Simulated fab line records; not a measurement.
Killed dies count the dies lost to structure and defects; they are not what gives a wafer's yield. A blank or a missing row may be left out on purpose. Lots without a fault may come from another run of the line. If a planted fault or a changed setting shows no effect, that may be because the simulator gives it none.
Split-lot study :: flow n5_finfet :: 7 lots, 21 wafers read, on a route of 1938 steps

SPLIT DETAILS
At N5_BEOL_M6_COAT_64 (time 60 s, resist thk 12 nm), the setting spin_rpm was moved away from the recipe's 1500 rpm on 10 of the 21 wafers read, by -10.6% to +10.3%. This setting was run at the recipe's value on the other wafers.

FROM THE SPLIT TO THE READING: what the file shows between them, 4 steps
- N5_BEOL_M6_COAT_71: time 60 s, resist thk 5 nm
- N5_BEOL_M6_COAT_22: resist thk 30 nm
- N5_BEOL_M6_DESCUM_33: chemistry O2, time 7 s
- N5_BEOL_M6_ETCH_72: etches underlayer in N2/H2, target depth 6.5 nm, time 5.2 s

THE READING
etch.depth_nm (the simulator's own value, which no gauge read), in nm, at N5_BEOL_M6_ETCH_65 (etches SiARC in CF4, target depth 15.6 nm, time 26 s). The file gives no usual value for it. Across the 11 wafers here that went through the recipe, the average is 11.99 nm and the standard deviation 0.022 nm.

wafer: L074.3
tool, chamber at the split: litho_track-03, 0
spin_rpm as run, rpm: 1500
against the recipe: recipe
etch.depth_nm, nm: 11.99
against lot-mates on the recipe: -

wafer: L074.6
tool, chamber at the split: litho_track-03, 0
spin_rpm as run, rpm: 1500
against the recipe: recipe
etch.depth_nm, nm: 11.99
against lot-mates on the recipe: -

wafer: L074.5
tool, chamber at the split: litho_track-03, 0
spin_rpm as run, rpm: 1655
against the recipe: +10.3%
etch.depth_nm, nm: 11.47
against lot-mates on the recipe: -0.52

wafer: L077.1
tool, chamber at the split: litho_track-04, 0
spin_rpm as run, rpm: 1598
against the recipe: +6.5%
etch.depth_nm, nm: 11.64
against lot-mates on the recipe: -0.34

wafer: L077.2
tool, chamber at the split: litho_track-04, 0
spin_rpm as run, rpm: 1500
against the recipe: recipe
etch.depth_nm, nm: 12
against lot-mates on the recipe: -

wafer: L077.3
tool, chamber at the split: litho_track-04, 0
spin_rpm as run, rpm: 1500
against the recipe: recipe
etch.depth_nm, nm: 11.96
against lot-mates on the recipe: -

wafer: L078.1
tool, chamber at the split: litho_track-03, 0
spin_rpm as run, rpm: 1341
against the recipe: -10.6%
etch.depth_nm, nm: 12.7
against lot-mates on the recipe: +0.68

wafer: L078.4
tool, chamber at the split: litho_track-03, 0
spin_rpm as run, rpm: 1500
against the recipe: recipe
etch.depth_nm, nm: 12.02
against lot-mates on the recipe: -

wafer: L078.5
tool, chamber at the split: litho_track-03, 0
spin_rpm as run, rpm: 1341
against the recipe: -10.6%
etch.depth_nm, nm: 12.69
against lot-mates on the recipe: +0.67

wafer: L082.1
tool, chamber at the split: litho_track-04, 0
spin_rpm as run, rpm: 1500
against the recipe: recipe
etch.depth_nm, nm: 12.03
against lot-mates on the recipe: -

wafer: L082.2
tool, chamber at the split: litho_track-04, 0
spin_rpm as run, rpm: 1608
against the recipe: +7.2%
etch.depth_nm, nm: 11.63
against lot-mates on the recipe: -0.40

wafer: L082.6
tool, chamber at the split: litho_track-04, 0
spin_rpm as run, rpm: 1608
against the recipe: +7.2%
etch.depth_nm, nm: 11.63
against lot-mates on the recipe: -0.40

wafer: L084.2
tool, chamber at the split: litho_track-01, 0
spin_rpm as run, rpm: 1500
against the recipe: recipe
etch.depth_nm, nm: 11.98
against lot-mates on the recipe: -

wafer: L084.4
tool, chamber at the split: litho_track-01, 0
spin_rpm as run, rpm: 1500
against the recipe: recipe
etch.depth_nm, nm: 11.98
against lot-mates on the recipe: -

wafer: L084.5
tool, chamber at the split: litho_track-01, 0
spin_rpm as run, rpm: 1500
against the recipe: recipe
etch.depth_nm, nm: 12
against lot-mates on the recipe: -

wafer: L093.1
tool, chamber at the split: litho_track-04, 0
spin_rpm as run, rpm: 1409
against the recipe: -6.1%
etch.depth_nm, nm: 12.35
against lot-mates on the recipe: +0.40

wafer: L093.4
tool, chamber at the split: litho_track-04, 0
spin_rpm as run, rpm: 1409
against the recipe: -6.1%
etch.depth_nm, nm: 12.31
against lot-mates on the recipe: +0.36

wafer: L093.6
tool, chamber at the split: litho_track-04, 0
spin_rpm as run, rpm: 1500
against the recipe: recipe
etch.depth_nm, nm: 11.95
against lot-mates on the recipe: -

wafer: L094.2
tool, chamber at the split: litho_track-04, 0
spin_rpm as run, rpm: 1566
against the recipe: +4.4%
etch.depth_nm, nm: 11.77
against lot-mates on the recipe: -0.23

wafer: L094.4
tool, chamber at the split: litho_track-04, 0
spin_rpm as run, rpm: 1566
against the recipe: +4.4%
etch.depth_nm, nm: 11.74
against lot-mates on the recipe: -0.26

wafer: L094.5
tool, chamber at the split: litho_track-04, 0
spin_rpm as run, rpm: 1500
against the recipe: recipe
etch.depth_nm, nm: 12
against lot-mates on the recipe: -

THE FIT
A straight line over all 21 wafers: etch.depth_nm changes by -0.0578 nm for each +1% of spin_rpm; r = -0.99; the points scatter about the line by 0.039 nm.
The same after taking each lot's own level away (the mean of its wafers on the recipe; 21 wafers): -0.0585 nm for each +1%; r = -1.00; scatter 0.027 nm.
According to that fit, moving spin_rpm by its largest amount changes the reading by 0.62 nm.
Measured against the standard deviation above, the lots' own levels, which go from 11.950 to 12.030 nm, span 3.6 times it.
Consequently the slope shifts little with the lot-to-lot level, the two slopes agreeing.
Check: with one of the wafers moved furthest among these (-10.6%) left out of the fit, the line predicts +0.623 nm for it against its lot-mates. Against them it came out at +0.68 nm.

THESE WAFERS: OTHER SPLITS
Note: prior to the reading, these wafers also went through further splits. Each is held against what the fit with the lots' levels taken away leaves over:
other split on the same wafers: N5_BEOL_M4_COAT_62 spin_rpm
wafers away from the commonest value: 9
r with etch.depth_nm (lot level and that fit taken away): +0.01

other split on the same wafers: N5_BEOL_M5_ETCH_68 bias_w
wafers away from the commonest value: 7
r with etch.depth_nm (lot level and that fit taken away): -0.12

other split on the same wafers: N5_BEOL_M5_TRENCH_ETCH_37 time_s
wafers away from the commonest value: 6
r with etch.depth_nm (lot level and that fit taken away): +0.07

THE WHOLE CHAIN: every reading that the file lists as answering this split, in the file's order
step: N5_BEOL_M6_COAT_64
what it does: time 60 s, resist thk 12 nm
reading: SiARC_of_BEOL_M6_COAT_64.thk_nm (the simulator's own value, which no gauge read)
change (the file's fit): -0.0578 nm for each +1% of the setting
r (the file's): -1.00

step: N5_BEOL_M6_ETCH_65
what it does: etches SiARC in CF4, target depth 15.6 nm, time 26 s
reading: etch.depth_nm (the simulator's own value, which no gauge read)
change (the file's fit): -0.057 nm for each +1% of the setting
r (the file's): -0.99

THE FILE'S OWN FIT
etch.depth_nm changes by -0.057 nm for each +1% of spin_rpm, r = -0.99.
